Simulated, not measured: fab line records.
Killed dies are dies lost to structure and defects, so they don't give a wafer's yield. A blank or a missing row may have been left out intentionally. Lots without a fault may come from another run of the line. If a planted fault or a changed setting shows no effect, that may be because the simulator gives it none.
The tool behind it: which one? -- flow nandHarc -- 40 wafers from 14 lots sampled at 6 of the route's 1302 steps

WHAT EACH GAUGE READ, for each wafer
NHARC_A_DECK1_JOINT_INSPECT_05.
lot,measured,on,rawDefectCount
L243,day 13 02:20,defectInspect-01,405 322 472
L245,day 13 10:02,defectInspect-01,264 240 301
L246,day 14 00:17,defectInspect-01,425 237 332
L247,day 14 14:25,defectInspect-02,266 259 211
L248,day 14 21:57,defectInspect-02,870 824 503
L249,day 15 03:23,defectInspect-02,198 150 233
L250,day 15 19:03,defectInspect-01,313 272 136
L251,day 16 01:46,defectInspect-02,167 365 166
L252,day 16 22:37,defectInspect-02,269 202 306
L253,day 17 01:38,defectInspect-02,279 397 220
L255,day 17 09:28,defectInspect-02,280 493 218
L257,day 18 12:19,defectInspect-02,557 478 336
L260,day 19 21:28,defectInspect-02,294 321
L264,day 21 07:06,defectInspect-01,423 613

NHARC_A_ONON_D2_THK_MEAS_14: measures by ellipsometry.
lot,measured,on,thkNm (nm)
L243,day 13 05:11,filmMetro-02,989 988 987
L245,day 13 12:53,filmMetro-02,982 981 982
L246,day 14 03:10,filmMetro-02,1001 1006 1003
L247,day 14 17:16,filmMetro-02,1016 1016 1015
L248,day 15 00:47,filmMetro-01,1010 1008 1009
L249,day 15 06:14,filmMetro-01,993 994 993
L250,day 15 21:53,filmMetro-02,1003 1004 1003
L251,day 16 04:36,filmMetro-01,1003 1003 1003
L252,day 17 01:28,filmMetro-01,1005 1003 1002
L253,day 17 04:29,filmMetro-02,995 994 995
L255,day 17 12:21,filmMetro-01,1018 1018 1018
L257,day 18 15:10,filmMetro-01,993 992 993
L260,day 20 00:22,filmMetro-01,656 1024
L264,day 21 09:58,filmMetro-02,647 1015

NHARC_END_SORT_01.
lot,measured,on,killedAtArray,killedAtOther,killedAtPeriphery,killedDies,killedOpen,killedShort
L250,day 27 15:38,prober-02,26 27 35,0 0 0,8 6 2,34 33 37,2 2 5,3 0 4
L251,day 28 06:38,prober-01,33 25 32,0 0 3,2 2 2,35 27 37,4 3 4,3 1 1
L252,day 28 18:31,prober-02,71 87 65,2 1 2,3 2 2,76 90 69,2 6 2,4 5 0
L253,day 29 12:00,prober-01,38 36 41,0 0 0,4 4 3,42 40 44,2 6 5,0 3 2
L255,day 29 12:01,prober-02,71,0,0,71,4,3
L264,day 33 05:53,prober-01,670 50,2 0,5 3,677 53,3 5,0 2

WHICH TOOL RAN EACH LOT (tool, then ch and the chambers of the sampled wafers, then the start)
lot,NHARC_A_CHANNEL_FILL_D1_ETCHBACK_08,NHARC_A_DECK1_JOINT_ETCHBACK_07,NHARC_A_ONON_D2_DEP_12
L243,"rieDiel-13 ch 0,1,3, day 11 10:15 or earlier","rieSi-01 ch 0,3, day 11 10:15","pecvdOnon-03 ch 0, day 13 04:40"
L245,"rieDiel-13 ch 0,1,2, day 12 01:42 or earlier","rieSi-05 ch 0,2,3, day 12 01:42","pecvdOnon-01 ch 0, day 13 12:26"
L246,"rieDiel-03 ch 0,2, day 12 12:35 or earlier","rieSi-05 ch 0,1, day 12 12:35","pecvdOnon-03 ch 0, day 14 02:38"
L247,"rieDiel-11 ch 0,2,3, day 12 22:12 or earlier","rieSi-01 ch 1,3, day 12 22:12","pecvdOnon-04 ch 0, day 14 16:49"
L248,"rieDiel-11 ch 0,1,2, day 13 09:59 or earlier","rieSi-01 ch 0,1,3, day 13 09:59","pecvdOnon-04 ch 0, day 15 00:17"
L249,"rieDiel-13 ch 1,2, day 13 16:52 or earlier","rieSi-05 ch 1,2,3, day 13 16:52","pecvdOnon-03 ch 0, day 15 05:44"
L250,"rieDiel-11 ch 1,2,3, day 14 06:58 or earlier","rieSi-05 ch 2,3, day 14 06:58","pecvdOnon-04 ch 0, day 15 21:29"
L251,"rieDiel-03 ch 1,2,3, day 14 16:49 or earlier","rieSi-05 ch 1,2, day 14 16:49","pecvdOnon-03 ch 0, day 16 04:13"
L252,"rieDiel-13 ch 1,2,3, day 15 12:09 or earlier","rieSi-05 ch 0,2, day 15 12:09","pecvdOnon-04 ch 0, day 17 00:58"
L253,"rieDiel-03 ch 0,3, day 15 15:44 or earlier","rieSi-06 ch 1,2, day 15 15:44","pecvdOnon-04 ch 0, day 17 04:02"
L255,"rieDiel-03 ch 0,1,3, day 15 21:40 or earlier","rieSi-01 ch 1,2,3, day 15 21:40","pecvdOnon-01 ch 0, day 17 11:48"
L257,"rieDiel-11 ch 2,3, day 17 00:40 or earlier","rieSi-06 ch 2,3, day 17 00:40","pecvdOnon-03 ch 0, day 18 14:42"
L260,"rieDiel-03 ch 0,3, day 18 09:06 or earlier","rieSi-05 ch 1,3, day 18 09:06","pecvdOnon-03 ch 0, day 20 00:00"
L264,"rieDiel-03 ch 0,3, day 20 00:13 or earlier","rieSi-05 ch 2,3, day 20 00:13","pecvdOnon-03 ch 0, day 21 09:37"
- NHARC_A_CHANNEL_FILL_D1_ETCHBACK_08: etches the open film in C4F8, target depth 220 nm, time 110 s.
- NHARC_A_DECK1_JOINT_ETCHBACK_07: etches the open film in HBr, target depth 105 nm, time 26.9 s.
- NHARC_A_ONON_D2_DEP_12: target thk 1000 nm.

AS READ BY THE TOOLS THEMSELVES (means over the sampled wafers that have a number; for cases with no such wafer, the mark the record gives instead)
NHARC_A_CHANNEL_FILL_D1_ETCHBACK_08.
lot,tool,oesProductAu (a.u.),rfVppV (V)
L243,rieDiel-13,1.00,440.4
L245,rieDiel-13,1.00,441.1
L246,rieDiel-03,0.92,443.7
L247,rieDiel-11,1.00,440.8
L248,rieDiel-11,0.93,441.7
L249,rieDiel-13,0.93,442.4
L250,rieDiel-11,1.00,443.2
L251,rieDiel-03,0.93,441.0
L252,rieDiel-13,0.92,442.3
L253,rieDiel-03,0.99,442.6
L255,rieDiel-03,0.99,441.9
L257,rieDiel-11,0.94,442.4
L260,rieDiel-03,0.92,442.6
L264,rieDiel-03,0.92,442.1

NHARC_A_DECK1_JOINT_ETCHBACK_07.
lot,tool,drypumpMotorCurrentA (A),oesProductAu (a.u.),throttleValvePct (%)
L243,rieSi-01,5.6,1.002,23.263
L245,rieSi-05,5.4,1.004,23.262
L246,rieSi-05,5.9,1.001,23.272
L247,rieSi-01,5.3,1.008,23.261
L248,rieSi-01,5.5,0.999,23.261
L249,rieSi-05,5.7,0.996,23.260
L250,rieSi-05,5.4,1.004,23.261
L251,rieSi-05,5.9,1.008,23.261
L252,rieSi-05,5.4,1.013,23.268
L253,rieSi-06,6.1,1.014,23.264
L255,rieSi-01,5.3,0.999,23.273
L257,rieSi-06,5.0,1.021,23.267
L260,rieSi-05,5.7,1.018,23.262
L264,rieSi-05,5.5,1.011,23.268

THE ANSWER, worked out from the rows above alone
Rule: usual is defined by the lots themselves. Put in order of their means at a reading, lots are off if they are a third of the lots or fewer, leave a main group of 4 or more, and stand apart from it by a gap of 3 or more times the standard deviation of the main group's means; of several such gaps the widest counts. If all means in a main group match to the digits the tables above print for the reading, that group is not used. Also off: a lot with no number at a reading for which 4 or more lots have one. Any other lot the step has rows for is counted as sound. The gauges are gone through in route order, then the tools' own readings, and for those a lot's mean is taken as printed above. The first step at which some lot is off is used, and at that step the reading that is off furthest; a lot without a number counts as furthest.
Off, at NHARC_A_ONON_D2_THK_MEAS_14 on thkNm: L260, L264. Main group: mean 1000 nm, sd 10.
If a tool, at a process step before that reading, ran all the lots that are off and no sound lot after the first of them, it fits. Those tools and the gauges at NHARC_A_ONON_D2_THK_MEAS_14 are tried in the same way. With no start given for some of its lots, NHARC_A_CHANNEL_FILL_D1_ETCHBACK_08 uses the hours and lot order of NHARC_A_DECK1_JOINT_ETCHBACK_07. Can't be told from this: 3 tools fit, rieDiel-03 at NHARC_A_CHANNEL_FILL_D1_ETCHBACK_08, rieSi-05 at NHARC_A_DECK1_JOINT_ETCHBACK_07, pecvdOnon-03 at NHARC_A_ONON_D2_DEP_12.

WHAT THE SIMULATOR HAD INSERTED
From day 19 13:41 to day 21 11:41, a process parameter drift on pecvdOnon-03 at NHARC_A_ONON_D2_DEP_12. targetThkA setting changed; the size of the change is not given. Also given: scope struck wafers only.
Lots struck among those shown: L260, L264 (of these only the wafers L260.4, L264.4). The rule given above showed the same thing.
